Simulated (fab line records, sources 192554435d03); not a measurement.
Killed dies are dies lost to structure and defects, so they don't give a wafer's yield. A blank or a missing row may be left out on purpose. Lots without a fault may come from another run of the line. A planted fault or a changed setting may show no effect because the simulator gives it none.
Chamber matching | flow n5_finfet | N5_FIN_CUT_ETCH_30 on rie_diel-06: 4 sister chambers
The step etches underlayer in N2/H2, target depth 13 nm, time 10.4 s. 8 wafers are shown with their chamber, then 8 later ones without.

WAFERS WITH THEIR CHAMBER
wafer  | chamber | showerhead_plenum_p_Torr (Torr) | throttle_valve_pct (%)
L077.4 | 2       | 2.49                            | 18.26
L078.4 | 0       | 2.67                            | 18.09
L081.3 | 1       | 2.57                            | 17.12
L081.6 | 3       | 2.46                            | 18.02
L082.1 | 0       | 2.66                            | 18.10
L082.4 | 3       | 2.46                            | 18.00
L082.5 | 1       | 2.57                            | 17.14
L087.1 | 2       | 2.49                            | 17.77

WAFERS WITHOUT THEIR CHAMBER
wafer  | showerhead_plenum_p_Torr (Torr) | throttle_valve_pct (%)
L087.5 | 2.49                            | 17.78
L087.6 | 2.45                            | 18.03
L094.3 | 2.48                            | 17.81
L094.4 | 2.56                            | 17.17
L094.6 | 2.45                            | 18.08
L096.1 | 2.56                            | 17.17
L096.2 | 2.65                            | 18.14
L096.4 | 2.48                            | 17.81

WHICH CHAMBER EACH WENT THROUGH
wafer  | from the rows above | in truth
L087.5 | 2                   | 2
L087.6 | 3                   | 3
L094.3 | 2                   | 2
L094.4 | 1                   | 1
L094.6 | 3                   | 3
L096.1 | 1                   | 1
L096.2 | 0                   | 0
L096.4 | 2                   | 2
Placed correctly: 8 of 8. Can't be placed from these rows: 0. Placed wrongly: 0.
How it was worked out, from the rows above alone: a wafer's distance from a chamber is the root of the sum, over the readings, of the square of ((its reading less the chamber's mean) divided by the reading's scatter). The wafer belongs to the nearest chamber; if the next one is less than 2 further off, it can't be placed. A chamber's mean is the mean of its shown wafers. The scatter: the root of (the sum of the squares of (reading less its chamber's mean) over the shown wafers, divided by (wafers less chambers)).
